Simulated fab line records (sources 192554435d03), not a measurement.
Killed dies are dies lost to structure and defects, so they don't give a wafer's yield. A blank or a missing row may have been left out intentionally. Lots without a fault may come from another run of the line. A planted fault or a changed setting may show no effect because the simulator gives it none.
fab line records	flow n5Finfet
[record] lots = 5	wafers = 14	lastDay = 20
route steps=1938 shown BEOL_M4@1099 BEOL_M5@1112 BEOL_M12@1608 PASSIVATION@1936
lots with no fault: from the same line, run without faults
startH: hours from the record's first day to the start of the lot's first wafer shown	waitH: hours from the lot's prior step to this one	" identical to the entry in the row above	L1.1+2: several wafers, shown together as one row	- either no value or no given start	* or withheld: withheld	< > ~ a bound
route shown NAME@n: NAME is a module with steps in the file, n the number in the route of the first one	usual: average and standard deviation across the fault-free wafers	same: alike in all rows	chamber/n: place in a boat	sites: the reading at each site	_std_site: standard deviation across them	_edge_site: inner sites' mean taken away from outer sites' mean	radiusMm: how far each site lies from the wafer's centre	mask NAME#n: copy n	behind: the tool/chamber that last shaped the wafer	hold: why the lot went on hold/how many hours it stayed there/how the hold came to an end	device: the n, p or np transistor that did not switch	end of line: tests of these same wafers at the route's end	a step with no rows: only its recipe	killed: count of dies lost to structure and defects at first sort (not the wafer's yield)	map: a wafer's dies, marking killed ones x, the rest . and places with no die _
set.NAME: the run value of the setting; set.NAME@STEP: its run value at that earlier step	model.NAME: the simulator's own value behind a step, which no gauge read
lots seen at some steps along the route; tables by step, rows by wafer
services: the hour from which a tool's chamber was out of use, counted from the record's first day as startH (under 0 if before that day), plus the number of hours and why
[[steps]]
[step N5_BEOL_M4_ANNEAL_95]
[recipe] tempC = 400	timeS = 240	ambient = vacuum
[step N5_BEOL_M4_SPUTTER_96]
[recipe] material = Cu	targetThkA = 45	tempC = -20	chamberPressurePa = 0.07	powerW = withheld	timeS = 8.29
[step N5_BEOL_M4_ECD_50]
[recipe] material = Cu	targetThkA = 3000
[step N5_BEOL_M4_ANNEAL_51]
[recipe] tempC = 225	timeS = 90	ambient = N2
[step N5_BEOL_M4_CMP_52]
[recipe] stopOn = SiOC	tOverpolishS = 6.8	downForcePsi = 1	platenRpm = 50	clearingPlatenDownForcePsi = 1.5	clearingPlatenRpm = 50	postCmpClean = cuAlkaline	targetThkNm = 40	clearingPlatenPadVelocityMS = 0.99484	padVelocityMS = 0.99484
[step N5_BEOL_M4_PRE_CLEAN_60]
[recipe] gas = NH3/H2	timeS = 15	tempC = *	rfPowerW = 300
[step N5_BEOL_M4_CO_CAP_55]
[recipe] material = Co	targetThkA = 20	tempC = 200	precursor = CCTBA/H2	pressureTorr = 30	timeS = 102.1
[step N5_BEOL_M4_PRE_CLEAN_56]
[recipe] gas = NH3	timeS = 15	tempC = withheld	rfPowerW = 300
[step N5_BEOL_M4_DEP_57]
[recipe] material = SiCN	targetThkA = 80	tempC = withheld	precursor = 3MS/NH3	pressureTorr = 3	rfW = 202	timeS = 14
[step N5_BEOL_M4_RC_MEAS_101]
[usual] DIBL_N = 36.5/2.1	DIBL_P = 36.6/2.6	IOFF_N = 0.17/0.044	IOFF_P = 0.21/0.048	ION_N = 674/17	ION_P = 462/9.5	SS_N = 71.6/0.77	SS_P = 73.5/0.72	VT_N = 250/4.2	VT_P = -250/3.9
lot.wafer	tool	chamber	startH	waitH	DIBL_N[mV/V]	DIBL_P[mV/V]	IOFF_N[nA/um]	IOFF_P[nA/um]	ION_N[uA/um]	ION_P[uA/um]	SS_N[mV/dec]	SS_P[mV/dec]	VT_N[mV]	VT_P[mV]
L204.3	prober-02	0	278.24	0.3	33.7	33.3	0.11	0.16	637	446	70.9	72.8	257	-258
L204.4	"	0	"	"	40.4	39.2	0.28	0.24	678	456	73.8	74.6	247	-252
L204.5	"	0	"	"	36.2	33.4	0.16	0.16	656	443	73.5	72.9	258	-256
L202.1	prober-02	0	299.86	0.0	37.1	37.3	0.15	0.19	649	446	71.8	73.7	250	-255
L202.3	"	0	"	"	36.4	39.2	0.17	0.23	682	463	71.4	74.4	249	-252
L202.5	"	0	"	"	34.2	35.2	0.13	0.18	664	459	71.0	73.3	253	-251
L206.2	prober-01	0	320.89	0.7	32.3	31.4	0.11	0.14	641	447	70.7	72.3	256	-257
L206.4	"	0	"	"	35.9	37.0	0.18	0.23	688	467	71.8	74.4	249	-249
L206.6	"	0	"	"	35.5	35.6	0.15	0.20	659	454	71.7	73.6	252	-254
L210.1	prober-01	0	331.27	0.0	39.5	41.0	0.27	0.30	694	472	72.7	73.4	245	-245
L210.2	"	0	"	"	37.8	38.4	0.19	0.24	681	465	72.5	73.4	248	-249
L210.3	"	0	"	"	37.0	38.4	0.19	0.23	702	479	71.4	72.9	246	-248
L212.1	prober-02	0	339.33	0.0	34.6	34.2	0.13	0.18	663	459	71.0	72.8	254	-249
L212.5	"	0	"	"	32.9	32.6	0.10	0.16	651	451	70.6	72.4	257	-253
[step N5_BEOL_M5_ILD_DEP_00]
[recipe] material = SiCOH_lowk	targetThkA = 1406.4	tempC = 300	precursor = DEMS/porogen	pressureTorr = 5	rfW = 500	timeS = 25.9
[step N5_BEOL_M5_CURE_79]
[recipe] tempC = 385	timeS = 240	ambient = He/Ar	material = SiCOH_lowk
[step N5_BEOL_M5_PECVD_70]
[recipe] material = SiO2	targetThkA = 160	tempC = 400	precursor = TEOS/O2	pressureTorr = 5.5	rfW = 450	teosFlowSccm = 53.8	gas = O2	flowSccm = 3000	timeS = 18
[step N5_BEOL_M5_HM_DEP_02]
[recipe] material = TiN	targetThkA = 200	tempC = 25	chamberPressurePa = 0.49996
[step N5_BEOL_M5_COAT_59]
[recipe] resist = SOC	tempC = 250	timeS = 60	spinRpm = 1500	resistThkNm = 60
[step N5_BEOL_M5_COAT_60]
[recipe] resist = SiARC	tempC = 220	timeS = 60	spinRpm = 1500	resistThkNm = 12
[step N5_BEOL_M5_COAT_71]
[recipe] resist = underlayer	tempC = 205	timeS = 60	spinRpm = 1500	resistThkNm = 5
[step N5_BEOL_M5_COAT_05]
[recipe] resist = CAR-EUV	spinRpm = 1500	resistThkNm = 30
[step N5_BEOL_M5_EBR_07]
[recipe] solvent = PGMEA	ebrWidthMm = 1.5
[step N5_BEOL_M5_SOFTBAKE_06]
[recipe] tempC = 110	timeS = 60	resist = CAR-EUV
[step N5_BEOL_M5_EXPOSE_08]
[recipe] maskId = M5	na = 0.33	sourceShape = annular	sigmaInner = 0.4	sigmaOuter = 0.8	polarization = unpolarized	targetCdNm = 28	doseMj = 35.75
[step N5_BEOL_M5_PEB_09]
[recipe] pebTempC = 100	pebTimeS = 60	resist = CAR-EUV
[step N5_BEOL_M5_DEVELOP_10]
[recipe] developTimeS = 30	developer = TMAH	resist = CAR-EUV	rinseLiquid = surfactantRinse	dry = airSpin	devTempC = 23
[step N5_BEOL_M5_DESCUM_16]
[recipe] chemistry = O2	timeS = 7	sourcePowerW = 50	biasPowerW = 20	pressureMtorr = 20	rfFrequencyHz = 2.712e+07	tempC = 40	resist = CAR-EUV	o2FlowSccm = 225
[step N5_BEOL_M5_ETCH_72]
[recipe] chemistry = N2/H2	target = underlayer	targetDepthA = 65	maskMaterial = CAR-EUV	timeS = 5.2	ionEnergyEv = 200	pressureMtorr = 30	sourceW = 840	biasW = 150	n2FlowSccm = 200	h2FlowSccm = 200	ends = cleared
[step N5_BEOL_M5_ETCH_61]
[recipe] chemistry = CF4	target = SiARC	targetDepthA = 156	maskMaterial = CAR-EUV	timeS = 26	ionEnergyEv = 80	pressureMtorr = 40	sourceW = 545	biasW = 36	Ar_flow_sccm = 100	cf4FlowSccm = 100	ends = cleared
[step N5_BEOL_M5_ETCH_62]
[recipe] chemistry = N2/H2	target = SOC	targetDepthA = 750	overetchA = 150	maskMaterial = SiARC	tempC = 40	timeS = 112.5	ionEnergyEv = 200	pressureMtorr = 30	sourceW = 840	biasW = 150	n2FlowSccm = 200	h2FlowSccm = 200
[step N5_BEOL_M5_STRIP_63]
[recipe] chemistry = N2/H2	tempC = 40	n2FlowSccm = 200	h2FlowSccm = 200	rfFrequencyHz = 6e+07
[step N5_BEOL_M5_STRIP_73]
[recipe] chemistry = N2/H2	tempC = 40	n2FlowSccm = 200	h2FlowSccm = 200	rfFrequencyHz = 6e+07
[step N5_BEOL_M5_STRIP_64]
[recipe] chemistry = CF4	resist = SiARC	powerW = 300	biasPowerW = 75	pressureMtorr = 50	cf4FlowSccm = 150	rfFrequencyHz = 6e+07
[step N5_BEOL_M5_HM_OPEN_17]
[recipe] chemistry = Cl2/BCl3	targetDepthA = 200	overetchA = 60	target = TiN	maskMaterial = SOC	ionEnergyEv = 150	pressureMtorr = 10	icpW = 1000	biasW = 126	Cl2_flow_sccm = 53.25	bcl3FlowSccm = 21.75	Ar_flow_sccm = 25
[step N5_BEOL_M5_STRIP_19]
[recipe] chemistry = O2	powerW = 400	tempC = 40	pressureMtorr = 30	rfFrequencyHz = 6e+07	biasPowerW = 0	overashFraction = 0.2	o2FlowSccm = 225
[step N5_BEOL_M5_COAT_65]
[recipe] resist = SOC	tempC = 250	timeS = 60	spinRpm = 1500	resistThkNm = 60
[step N5_BEOL_M5_COAT_66]
[recipe] resist = SiARC	tempC = 220	timeS = 60	spinRpm = 1500	resistThkNm = 12
[step N5_BEOL_M12_EXPOSE_07]
[recipe] maskId = V11	na = 0.93	sourceShape = conventional	sigmaOuter = 0.6	polarization = unpolarized	attpsmPhaseDeg = 180	doseMj = 32.5
lot.wafer	tool	chamber	startH	waitH	mask	model.BEOL_M12.overlayXNm
L204.3+4+5	krfScanner-01	0	350.72	-	V11#0	-1.4
L202.1+3+5	krfScanner-02	0	366.48	-	V11#0	2.4
L210.1+2+3	krfScanner-02	0	408.84	-	V11#0	39.4
L206.2+4+6	krfScanner-02	0	408.88	-	V11#0	37
L212.1+5	krfScanner-02	0	411.31	-	V11#0	36.8
[step N5_BEOL_M12_OVL_MEAS_11]
[recipe] pointsPerWafer = 44
[usual] V11_OVL = -1/6.1
lot.wafer	tool	chamber	startH	waitH	V11_OVL[nm]
L204.3	overlay-01	0	350.92	0.0	2
L204.4	"	0	"	"	2
L204.5	"	0	"	"	-3
L202.1	overlay-02	0	366.68	0.0	15
L202.3	"	0	"	"	10
L202.5	"	0	"	"	2
L210.1	overlay-01	0	409.05	0.0	27
L210.2	"	0	"	"	33
L210.3	"	0	"	"	29
L206.2	overlay-02	0	409.08	0.0	24
L206.4	"	0	"	"	26
L206.6	"	0	"	"	28
L212.1	overlay-02	0	411.51	0.0	37
L212.5	"	0	"	"	35
[step N5_PASSIVATION_PROBE_49]
[usual] defectLimitedYield = 91.2/1.5	killed_at_M0_to_M3 = 36/10	killed_at_M4_up = 14/5.2	killedAtContacts = 12/6	killedAtFrontEnd = 37/10	killedAtOther = 4/3.3	killedDies = 104/18	killedOnRim = 14/4.1	killedOpen = 68/14	killedShort = 34/7.4	sort_bin_4_leakage = 0.01/0.04	sort_bin_5_function = 5.2/1	sort_bin_6_memory = 3.3/0.7	sort_bin_8_speed = 0.01/0.045	sortNPass = 1076/18	sortYieldPct = 91.2/1.5
[same] grossDies = 1180	killedAtBackSide = 0
lot.wafer	tool	chamber	startH	waitH	defectLimitedYield[%]	killed_at_M0_to_M3	killed_at_M4_up	killedAtContacts	killedAtFrontEnd	killedAtOther	killedDies	killedOnRim	killedOpen	killedShort	sort_bin_4_leakage[%]	sort_bin_5_function[%]	sort_bin_6_memory[%]	sort_bin_8_speed[%]	sortNPass	sortYieldPct[%]
L202.1	prober-02	-	419.59	0.0	91.0	40	9	15	41	1	106	11	65	39	0	5.1	3.6	0	1074	91.0
L202.3	prober-02	-	419.69	0.1	91.4	26	9	28	31	8	102	8	66	34	0	5.3	3.1	0	1078	91.4
L202.5	prober-02	-	419.79	0.2	89.4	46	17	23	33	6	125	10	70	55	0	6.9	3.1	0	1055	89.4
L210.1	prober-02	-	460.04	0.0	44.2	54	577	8	20	0	659	79	60	32	0	28.9	3.1	0	521	44.2
L210.2	prober-02	-	460.09	0.1	59.0	34	396	10	43	1	484	57	60	40	0	20.2	3.1	0	696	59.0
L210.3	prober-02	-	460.14	0.1	44.1	51	566	13	29	1	660	90	68	39	0	27.9	2.9	0	520	44.1
L206.2	prober-01	-	470.39	0.1	44.8	29	571	7	41	3	651	89	60	35	0	26.9	2.9	0.08	528	44.7
L206.4	prober-01	-	470.49	0.2	51.1	36	452	16	67	6	577	69	99	39	0	24.7	5.3	0	603	51.1
L212.1	prober-01	-	481.79	0.0	40.8	13	651	4	29	2	699	88	41	17	0	30.1	1.9	0	481	40.8
// killed by level:class
L202.1 BEOL_M0_SAQP:geometricParticle:short=13 FIN_SAQP:geometricParticle:open=10 MOL_CONTACT_COAG:geometricParticle:open=10 BEOL_M0_SAQP:geometricParticle:open=8 FIN_SAQP:geometricParticle:short=5 MOL_CONTACT_COAG:geometricParticle:short=5 BEOL_M2:geometricParticle:open=5 BEOL_M3:geometricParticle:open=5
L202.3 MOL_CONTACT_COAG:geometricParticle:open=23 BEOL_M3:geometricParticle:short=7 STI_FIN_REVEAL:geometricParticle:open=6 BEOL_M2:geometricParticle:open=6 DUMMY_GATE:geometricParticle:open=5 MOL_CONTACT_COAG:geometricParticle:short=5 BEOL_M4:geometricParticle:open=4 GATE_CUT:geometricParticle:short=4
L202.5 BEOL_M0_SAQP:geometricParticle:open=16 MOL_CONTACT_COAG:geometricParticle:open=15 BEOL_M0_SAQP:geometricParticle:short=12 MOL_CONTACT_COAG:geometricParticle:short=8 BEOL_M3:geometricParticle:open=7 GATE_CUT:geometricParticle:short=5 BEOL_M5:geometricParticle:short=5 FIN_SAQP:geometricParticle:short=4
L210.1 BEOL_M12:overlay=567 BEOL_M1:geometricParticle:open=12 BEOL_M3:geometricParticle:open=9 BEOL_M0_SAQP:geometricParticle:short=8 BEOL_M0_SAQP:geometricParticle:open=8 MOL_CONTACT_COAG:geometricParticle:open=7 BEOL_M3:geometricParticle:short=6 FIN_SAQP:geometricParticle:open=5
L210.2 BEOL_M12:overlay=384 BEOL_M2:geometricParticle:open=10 GATE_CUT:geometricParticle:short=9 GATE_CUT:geometricParticle:open=9 MOL_CONTACT_COAG:geometricParticle:open=9 FIN_SAQP:geometricParticle:short=8 FIN_SAQP:geometricParticle:open=5 STARTING-WAFER:geometricParticle:short=5
L210.3 BEOL_M12:overlay=553 MOL_CONTACT_COAG:geometricParticle:open=12 BEOL_M2:geometricParticle:open=11 BEOL_M0_SAQP:geometricParticle:short=9 BEOL_M1:geometricParticle:open=9 BEOL_M0_SAQP:geometricParticle:open=8 GATE_CUT:geometricParticle:short=7 FIN_SAQP:geometricParticle:short=6
L206.2 BEOL_M12:overlay=552 BEOL_M0_SAQP:geometricParticle:short=9 BEOL_M4:geometricParticle:open=7 FIN_SAQP:geometricParticle:short=6 FIN_SAQP:geometricParticle:open=6 STI_FIN_REVEAL:geometricParticle:open=6 BEOL_M0_SAQP:geometricParticle:open=6 DUMMY_GATE:geometricParticle:open=5
L206.4 BEOL_M12:overlay=439 STI_FIN_REVEAL:geometricParticle:open=25 MOL_CONTACT_COAG:geometricParticle:open=15 FIN_SAQP:geometricParticle:open=13 FIN_SAQP:geometricParticle:short=12 BEOL_M3:geometricParticle:open=11 BEOL_M2:geometricParticle:open=6 BEOL_M0_SAQP:geometricParticle:short=5
L212.1 BEOL_M12:overlay=641 DUMMY_GATE:geometricParticle:open=9 BEOL_M3:geometricParticle:open=6 FIN_SAQP:geometricParticle:open=5 FIN_SAQP:geometricParticle:short=5 BEOL_M4:geometricParticle:open=4 MOL_CONTACT_COAG:geometricParticle:open=3 STARTING-WAFER:geometricParticle:open=3
// map L206.2 (x killed, . not)
_________________.xx..xxxx.x.________________
______________xxxxxx..xxxx.xxxx._____________
___________.xxx.x....x.xxxxxx..xx..__________
__________xx.x.xx.x.xxxx..xx..x...xx_________
________.xx.x.xxxxx.....x.x.xxxx.xxxx._______
_______x..xxx...xxxxxx.xxxxxx.xx.x.xxxx______
______..xxxx.x...xxx..x.xxxxx...x.xx..x._____
_____.xxx......x...xxxx.....x..x.x......x____
____x....x.......xxxxxxx.xx...xx.....x..x.___
___xxx..x.xxxxx.x.x..xx.xxxxxx..x.xxx.x.xxx__
___x.xxx....xx.xxxx...xx.x..xxxxxx.xx.x....__
__x.xxx..xx.xx..xxx...x..x.x.x.x...xxx.xxx.._
__.xx......x....x..xxxxxxxxxx..xx.x.xxxx.x.._
_x.x.xxxx.x..xxxxx.xxx...xx.xx..xxx.x.x..x.xx
_.xxxxxx.xxxx.xxx..xx...xxx.xx.xxxx..xxxx.x..
_..xxx...xxx.xxxx.x.xxxxxxxxx.x....x.xxx.xxxx
_x.xx..xx.....x.....x.x.x.x.xx.x...xxxxx.x...
_xx.xx..x.x.x.xxx...x...xx..xx.xx.x.xx.x..xx.
_xxxx..xx...x.x..xx..x.xx..xx......x.xx..xx.x
_xxxxx.x.xxxxx.xxxxx.xx.xxx.xxxx.....x.xxx.x.
_..xx..x.x..xx..x.x.xxx..x.xx..x.x..xxxx.xxx.
__xxx.xx.x.....x.x.x...xx.xx..xx.xxxx..x.x.x_
__x...xx.xx.x.x.xx..xx..xx.xx.xxxxx.x.x.x..._
___xxxx.....xx.xx..x..xx.xx.xx.xx..xxxxxxxx__
___..xx.....x....xx...x.....xxx.x...xxxxxx.__
____.x.xx..x.xxxx.x..x.......x...x..x.x.x.___
_____.xx.xx.xx....x.....x..x..xxxxxxxxxx.____
______xxxxxxx...x..xx....xx.xxx.xxx.xx.x_____
_______x..x...xxx..x.x.x.xxx...x..xxxx.______
________.x....xx.xxxxxx.x.x.xx.xxxx.xx_______
__________xxxx.x....xxx.xx.xx....xxx_________
___________x..xx..x.xxxx..xxxxxx...__________
______________.x.x.xx...xx..xx.x_____________
_________________x.xxxx..x.xx________________
// map L210.3 (x killed, . not)
_________________.xxxxxx.x.x.________________
______________x..xx.x....x...x.x_____________
___________.xxxx.xx.x..xxxxx..xxx.x__________
__________.xx.x....xxx..x.xx.xxx.x.x_________
________x..xxx.xx.xxxx..x..xx...xx.x.x_______
_______.xxxx.xxx.x....x.....xx..xx..xxx______
______..x.xxxx.x..xxx.xx.xx.xxx.xxxx...._____
_____xxxx.x.x...xxx..x..x.xxx...xxx.x...x____
____.x.x..x....xxx.xxxxxxxx.xx.x......x.xx___
___.x..x...xx.....x..x.xx.xx.x..x.x....x.xx__
___.x...xxxx.x..xx.xx.x..xxx.xxx.xx.x..xxxx__
__x.xxxx.xxx....xx.xxx.xx......xxxxxxxxxxx.x_
__..x..xxx.xx.x...xxx..xxxxxx...x.x.xxx.xx.._
_xxx....xxxxxxxx.x.xxx...xxxx..xxx.xx.x.....x
_xxxx..xxxxxxxx.....xx.x..xxxxxx..x.x.xxx.x.x
_x.xxxxx..xxxx.xxx.x.xx..xx..xx..xx..x.x...xx
_x..x..xx.xx...xxx..x.xxxx.xxxx.......xx....x
_...x.xxxxxxxx..xx.x..x..x.x.....x.xxx....xx.
_..x.x..xxx.x.xx..xxx.xx.xxx.x..x..x..xxx.x.x
_.x..x...xxx.xx.xxx.xxxx.xxxx...x..x...xx..x.
_.......xx...xxx..x.x.xxx.x.xxx.x.x.....x.xxx
__xx.xxxxxx.xxx.xxx....xxxxxx....x..x..x.xx._
__xxx...x.xx.xxxxxx...xxxx.x.xxxx...xxxxxxxx_
___......xx.xxxxxxx....x...xxxx.x.xx.....x.__
___xx.xx...x.xxxxx.xx.xxxxxx.xx.x.xx.xx.xxx__
____.x.x.x...xx..xx.x.x.xxxxx.x.xxx.x.x.x.___
_____xxxx.x.x..x..xxxx..x.x.xxxx.x..xx.xx____
______xx.x...x..xxxx..x.xxx.xxxx.xxx.x.x_____
_______.xx..x.x.x.x...x.xx.xxx..xx..xxx______
________x..xx.xxx.x.xxxxxx.xx.x.xxxx.x_______
__________..xxx.x.xx...xx.x..x...xxx_________
___________.xxxx.x..x.x.xx.xx..x.xx__________
______________xx.xxxx.x.x.xxxx.._____________
_________________......xx...x________________
[[services]]
tool	chamber	startH	hours	kind
krfScanner-02	-	337.58	1.6	repair
krfScanner-02	0	346.82	-	calibration
krfScanner-01	-	363.88	0.3	repair
krfScanner-02	-	368.21	0.1	repair
krfScanner-02	-	376.15	1.3	pm
krfScanner-01	-	408.41	3.5	repair
[[key]]
[firstSign] step = N5_BEOL_M12_OVL_MEAS_11	reading = V11_OVL	direction = up	sigmas = 5.1	usual = -1	struck = 30
[effect] step = N5_PASSIVATION_PROBE_49	reading = killed_at_M4_up	direction = up	sigmas = 99+	usual = 14	struck = 536
[modelEffect] step = N5_BEOL_M12_EXPOSE_07	value = BEOL_M12.overlayXNm	without = 0.45	struck = 37.85
[moreKillsBornAt] N5_BEOL_M12_EXPOSE_07@krfScanner-02 = 3136
metAt N5_BEOL_M12_EXPOSE_07
struckWafers L206.2,L206.4,L206.6,L210.1,L210.2,L210.3,L212.1,L212.5
rowsEnd L206.6,L212.5
onsetBetween 366.48 408.84
alsoFits time
[fault] kind = scannerMatchingOverlay	tool = krfScanner-02	chamber = -	onsetH = 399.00	steps = N5_BEOL_M12_EXPOSE_07	offset = 37.399
// rowsEnd: these wafers met a further fault down the route, and their rows from its step on are left out
